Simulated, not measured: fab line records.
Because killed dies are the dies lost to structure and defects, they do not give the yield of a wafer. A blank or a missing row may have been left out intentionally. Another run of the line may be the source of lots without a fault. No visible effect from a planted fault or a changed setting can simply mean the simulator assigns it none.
Chamber matching	flow n5_finfet	N5_BEOL_M5_STRIP_36 on rie_diel-01: 3 sister chambers
The step strips in N2/H2. 3 wafers are shown with their chamber, then 7 later ones without.

EACH WAFER AND ITS CHAMBER
wafer	chamber	drypump_motor_current_A (A)
L084.3	3	6.0
L085.1	2	5.2
L085.2	1	6.3

WAFERS WHOSE CHAMBER IS MISSING
wafer	drypump_motor_current_A (A)
L085.3	6.0
L088.1	6.0
L088.5	6.3
L087.4	6.0
L087.5	6.0
L091.2	6.3
L091.3	5.1

EACH ONE'S CHAMBER
wafer	from the rows above	in truth
L085.3	3	3
L088.1	3	3
L088.5	1	1
L087.4	3	3
L087.5	3	3
L091.2	1	1
L091.3	2	2
7 of 7 placed correctly. Can't be placed from these rows: 0. Wrongly placed: 0.
How it was worked out, from the rows above alone: a wafer's distance from a chamber is the root of the sum, over the readings, of the square of ((its reading less the chamber's mean) divided by the reading's scatter). The wafer belongs to the nearest chamber; if the next one is less than 2 further off, it can't be placed. For every chamber, the mean is computed from those of its wafers that are shown. The scatter (one wafer shown for each chamber): square how far every hidden wafer sits from the nearest shown wafer, average those squares and take the square root.
